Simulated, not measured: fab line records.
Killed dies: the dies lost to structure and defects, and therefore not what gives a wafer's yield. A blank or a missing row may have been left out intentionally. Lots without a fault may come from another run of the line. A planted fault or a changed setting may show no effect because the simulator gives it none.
Matching of chambers | flow n5 finfet | 4 sister chambers for N5_GATE_CUT_CMP_23 on cmp-02
The step polishes, stops on SiO2, t overpolish 23.4 s, target thk 16 nm. 8 wafers are shown with their chamber, then 8 later ones without.

## WAFERS, EACH WITH ITS CHAMBER
wafer  | chamber | motor current A (A) | time to endpoint s (s)
L076.3 | 2       | 10.1                | 20.4
L081.2 | 0       | 11.0                | 18.2
L081.3 | 2       | 9.6                 | 17.9
L085.1 | 0       | 10.8                | 19.0
L087.3 | 3       | 10.1                | 19.3
L087.4 | 1       | 9.0                 | 18.5
L087.5 | 1       | 9.5                 | 17.6
L091.3 | 3       | 10.2                | 19.5

## WAFERS WITH NO CHAMBER GIVEN
wafer  | motor current A (A) | time to endpoint s (s)
L091.4 | 10.9                | 19.7
L091.5 | 9.0                 | 17.0
L093.3 | 10.9                | 17.4
L093.5 | 10.7                | 18.2
L093.6 | 11.2                | 18.9
L097.3 | 8.9                 | 20.1
L097.5 | 9.3                 | 19.4
L097.6 | 10.0                | 20.2

## WHICH CHAMBER EACH WENT THROUGH
wafer  | from the rows above          | in truth
L091.4 | can't be placed: 0 or 3      | 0
L091.5 | 1                            | 1
L093.3 | 0                            | 0
L093.5 | can't be placed: 0 or 3      | 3
L093.6 | 0                            | 0
L097.3 | can't be placed: 1 or 2      | 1
L097.5 | can't be placed: 1 or 2 or 3 | 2
L097.6 | can't be placed: 3 or 2      | 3
3 of 8 placed correctly. Not placeable from these rows: 5 (in 5, the candidates include the true chamber). Placed wrongly: 0.
How it was worked out, from the rows above alone: a wafer's distance from a chamber is the root of the sum, over the readings, of the square of ((its reading less the chamber's mean) divided by the reading's scatter). If the next closest chamber is less than 2 further off than the closest, the wafer can't be placed; otherwise it belongs to the closest. A chamber's mean is the mean of its shown wafers. The scatter: take each reading less its chamber's mean, square it, sum over the shown wafers, divide by the number of wafers less the number of chambers, and take the root.
